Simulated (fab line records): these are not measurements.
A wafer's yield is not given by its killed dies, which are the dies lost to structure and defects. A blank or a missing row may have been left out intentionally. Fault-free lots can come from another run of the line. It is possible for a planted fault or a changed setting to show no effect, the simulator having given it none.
Chamber matching	flow n5Finfet	rieDiel-06 running N5_BEOL_M5_ETCH_72: 4 sister chambers
The step etches underlayer in N2/H2, target depth 6.5 nm, time 5.2 s. 7 wafers are shown with their chamber, then 7 later ones without.

== WAFERS PAIRED WITH THEIR CHAMBERS ==
wafer	chamber	showerheadPlenumPTorr (Torr)	oesProductAu (a.u.)
L997.4	1	2.59	0.80
L102.2	3	2.60	0.78
L111.1	0	2.68	0.72
L111.2	2	2.41	0.60
L111.5	3	2.59	0.75
L112.3	2	2.40	0.59
L112.4	0	2.67	0.72

== WAFERS WITHOUT THEIR CHAMBER ==
wafer	showerheadPlenumPTorr (Torr)	oesProductAu (a.u.)
L112.5	2.58	0.75
L117.1	2.40	0.58
L117.2	2.58	0.74
L117.3	2.58	0.75
L116.1	2.67	0.70
L116.4	2.40	0.58
L116.5	2.40	0.57

== THE CHAMBER EACH PASSED THROUGH ==
wafer	from the rows above	in truth
L112.5	can't be placed: 3 or 1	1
L117.1	2	2
L117.2	can't be placed: 3 or 1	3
L117.3	can't be placed: 3 or 1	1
L116.1	0	0
L116.4	2	2
L116.5	2	2
Placed correctly: 4 of 7. Cannot be placed on the basis of these rows: 3; the candidates contain the true chamber in 3. Wrongly placed: 0.
How it was worked out, from the rows above alone: a wafer's distance from a chamber is the root of the sum, over the readings, of the square of ((its reading less the chamber's mean) divided by the reading's scatter). The wafer belongs to the nearest chamber; if the next one is less than 2 further off, it can't be placed. For every chamber, the mean is computed from those of its wafers that are shown. How the scatter is found: for the shown wafers, subtract from each reading the mean of its chamber, square and add these, divide the total by (wafers less chambers), then take the root.
